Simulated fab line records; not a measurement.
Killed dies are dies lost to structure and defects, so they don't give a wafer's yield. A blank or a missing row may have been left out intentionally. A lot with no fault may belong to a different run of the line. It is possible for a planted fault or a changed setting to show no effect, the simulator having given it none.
A sampling plan put to the test -- flow nand-harc -- one fab line, 24 faults that these records tell of, each judged on the records of the lots that it struck
The line's own looks make up the plan; these are the steps of the route where a gauge or inspection reads the wafer and leaves it unchanged. A look is open to judgement when struck wafers have a number at it and the file gives its usual mean and standard deviation on fault-free wafers. Caught: at a look after the fault's first step, the mean of the struck wafers lies 4 or more of those standard deviations (sigma) from the usual mean. On the tool: the identical test, applied to the tool's own readings at the steps of the fault. A different recipe on the struck wafers counts as caught too, as does a record blank only for those wafers.

THE FAULTS, as the simulator had put them in
1. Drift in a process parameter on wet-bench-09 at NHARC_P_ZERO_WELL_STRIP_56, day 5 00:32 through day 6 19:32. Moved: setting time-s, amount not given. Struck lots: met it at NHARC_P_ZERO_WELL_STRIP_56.
2. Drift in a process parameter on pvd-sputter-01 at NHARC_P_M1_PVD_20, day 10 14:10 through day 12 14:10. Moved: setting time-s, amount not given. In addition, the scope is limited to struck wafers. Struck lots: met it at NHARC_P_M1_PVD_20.
3. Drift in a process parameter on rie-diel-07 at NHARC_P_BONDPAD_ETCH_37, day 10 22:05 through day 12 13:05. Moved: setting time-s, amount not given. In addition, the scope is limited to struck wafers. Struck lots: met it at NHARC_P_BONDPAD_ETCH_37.
4. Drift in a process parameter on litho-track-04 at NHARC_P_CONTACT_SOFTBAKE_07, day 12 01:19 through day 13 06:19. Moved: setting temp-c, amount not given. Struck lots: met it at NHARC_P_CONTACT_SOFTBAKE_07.
5. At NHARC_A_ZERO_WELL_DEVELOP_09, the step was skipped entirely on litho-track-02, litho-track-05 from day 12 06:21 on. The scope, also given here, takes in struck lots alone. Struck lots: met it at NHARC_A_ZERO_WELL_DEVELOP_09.
6. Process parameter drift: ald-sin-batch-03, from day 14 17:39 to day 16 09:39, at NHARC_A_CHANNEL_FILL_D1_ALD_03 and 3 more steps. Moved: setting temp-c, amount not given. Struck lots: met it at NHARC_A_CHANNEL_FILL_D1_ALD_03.
7. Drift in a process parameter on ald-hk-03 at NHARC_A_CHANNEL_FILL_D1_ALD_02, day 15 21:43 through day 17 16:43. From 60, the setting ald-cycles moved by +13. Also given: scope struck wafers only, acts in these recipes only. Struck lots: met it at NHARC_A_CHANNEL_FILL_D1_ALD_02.
8. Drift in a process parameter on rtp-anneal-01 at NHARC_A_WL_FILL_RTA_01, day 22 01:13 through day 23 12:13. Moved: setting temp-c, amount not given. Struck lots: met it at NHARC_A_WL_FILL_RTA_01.
9. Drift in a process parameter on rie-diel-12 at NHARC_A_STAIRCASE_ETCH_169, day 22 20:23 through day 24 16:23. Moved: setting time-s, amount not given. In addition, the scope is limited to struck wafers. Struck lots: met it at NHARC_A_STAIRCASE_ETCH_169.
10. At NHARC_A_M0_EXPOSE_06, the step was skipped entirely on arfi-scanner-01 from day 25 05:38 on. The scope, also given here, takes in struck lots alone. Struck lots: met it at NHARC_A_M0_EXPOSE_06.
11. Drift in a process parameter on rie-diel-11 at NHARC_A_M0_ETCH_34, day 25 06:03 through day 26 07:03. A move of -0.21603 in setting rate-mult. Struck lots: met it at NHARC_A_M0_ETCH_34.
12. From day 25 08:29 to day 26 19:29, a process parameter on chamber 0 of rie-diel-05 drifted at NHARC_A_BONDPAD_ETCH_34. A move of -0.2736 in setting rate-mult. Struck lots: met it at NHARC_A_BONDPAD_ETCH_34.
13. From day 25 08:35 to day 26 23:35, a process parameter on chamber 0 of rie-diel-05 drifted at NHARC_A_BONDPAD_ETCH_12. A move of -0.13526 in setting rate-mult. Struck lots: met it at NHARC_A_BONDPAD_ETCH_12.
14. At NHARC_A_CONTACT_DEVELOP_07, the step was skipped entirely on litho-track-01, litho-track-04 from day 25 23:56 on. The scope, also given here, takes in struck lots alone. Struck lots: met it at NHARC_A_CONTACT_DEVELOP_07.
15. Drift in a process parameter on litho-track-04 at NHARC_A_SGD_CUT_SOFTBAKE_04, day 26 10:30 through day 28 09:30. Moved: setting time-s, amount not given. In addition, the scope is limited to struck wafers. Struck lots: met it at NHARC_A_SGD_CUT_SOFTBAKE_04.
16. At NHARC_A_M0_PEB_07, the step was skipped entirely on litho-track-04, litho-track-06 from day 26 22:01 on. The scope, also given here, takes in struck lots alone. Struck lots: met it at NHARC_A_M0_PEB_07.
17. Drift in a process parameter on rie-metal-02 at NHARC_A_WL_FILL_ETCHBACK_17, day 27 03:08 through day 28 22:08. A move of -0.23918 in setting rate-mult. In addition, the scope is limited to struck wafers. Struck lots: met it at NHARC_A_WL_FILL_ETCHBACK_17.
18. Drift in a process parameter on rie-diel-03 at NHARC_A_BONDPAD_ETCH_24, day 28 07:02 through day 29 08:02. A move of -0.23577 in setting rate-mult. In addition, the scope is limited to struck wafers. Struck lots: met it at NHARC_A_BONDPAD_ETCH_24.
19. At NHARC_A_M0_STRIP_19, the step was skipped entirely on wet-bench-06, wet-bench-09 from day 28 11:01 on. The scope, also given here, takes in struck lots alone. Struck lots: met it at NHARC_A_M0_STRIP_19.
20. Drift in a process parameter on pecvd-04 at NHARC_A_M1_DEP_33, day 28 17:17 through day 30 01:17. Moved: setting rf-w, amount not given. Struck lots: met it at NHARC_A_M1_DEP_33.
21. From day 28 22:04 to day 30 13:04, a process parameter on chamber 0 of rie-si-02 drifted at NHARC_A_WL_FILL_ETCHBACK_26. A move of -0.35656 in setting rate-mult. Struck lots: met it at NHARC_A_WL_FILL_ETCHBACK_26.
22. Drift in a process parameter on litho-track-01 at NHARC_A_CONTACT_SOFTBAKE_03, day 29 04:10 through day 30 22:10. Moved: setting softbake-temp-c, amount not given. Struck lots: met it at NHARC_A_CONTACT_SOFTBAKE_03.
23. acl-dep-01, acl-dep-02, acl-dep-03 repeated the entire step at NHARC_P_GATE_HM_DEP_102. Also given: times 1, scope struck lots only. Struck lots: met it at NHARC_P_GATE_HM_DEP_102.
24. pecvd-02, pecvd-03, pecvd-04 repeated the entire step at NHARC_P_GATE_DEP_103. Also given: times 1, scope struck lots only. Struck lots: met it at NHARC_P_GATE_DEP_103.

WHAT THE PLAN SAW
fault,on the tool itself,first look that catches it,"reading, sigma",median hours from its first step to that look,hours from the fault's start to the first struck lot there,judged looks passed uncaught
1,run-length-s -99 or beyond sigma,no look after it can be judged,-,-,-,0
2,under 2 sigma,not the one look that can be judged after it,"strongest: killed-at-other at NHARC_END_SORT_01, +2.4",-,-,1
3,run-length-s -46 sigma,no look after it can be judged,-,-,-,0
4,heater-power-total-W -17 sigma,not the one look that can be judged after it,-,-,-,1
5,the tool's record is blank for the struck wafers,no look after it can be judged,-,-,-,0
6,susceptor-temp-C -76 sigma,no look after it can be judged,-,-,-,0
7,under 2 sigma,no look after it can be judged,-,-,-,0
8,wafer_temp_C_max -32 sigma,no look after it can be judged,-,-,-,0
9,run-length-s -8.0 sigma,no look after it can be judged,-,-,-,0
10,no reading that can be judged,no look after it can be judged,-,-,-,0
11,oes-product-au -13 sigma,no look after it can be judged,-,-,-,0
12,oes-product-au -18 sigma,not the one look that can be judged after it,-,-,-,1
13,only faintly: oes-product-au -3.4 sigma,not the one look that can be judged after it,-,-,-,1
14,the tool's record is blank for the struck wafers,no look after it can be judged,-,-,-,0
15,heater-power-total-W +99 or beyond sigma,no look after it can be judged,-,-,-,0
16,the tool's record is blank for the struck wafers,no look after it can be judged,-,-,-,0
17,oes-product-au -15 sigma,not the one look that can be judged after it,"strongest: killed-at-other at NHARC_END_SORT_01, +3.2",-,-,1
18,oes-product-au -16 sigma,not the one look that can be judged after it,-,-,-,1
19,the tool's record is blank for the struck wafers,not the one look that can be judged after it,-,-,-,1
20,rf-fwd-power-W -51 sigma,no look after it can be judged,-,-,-,0
21,oes-product-au -24 sigma,no look after it can be judged,-,-,-,0
22,heater-power-total-W +34 sigma,no look after it can be judged,-,-,-,0
23,under 2 sigma,not the one look that can be judged after it,-,-,-,1
24,under 2 sigma,not the one look that can be judged after it,-,-,-,1
Dash: fault not caught, or number not given in these records.

Caught at a look: 0 of 24. Caught on the tool: 18 of 24. By one or the other: 18 of 24.
Faults caught by the tool alone: 1, 3, 4, 5, 6, 8, 9, 11, 12, 14, 15, 16, 17, 18, 19, 20, 21, 22.
Caught by neither: faults 2, 7, 10, 13, 23, 24.
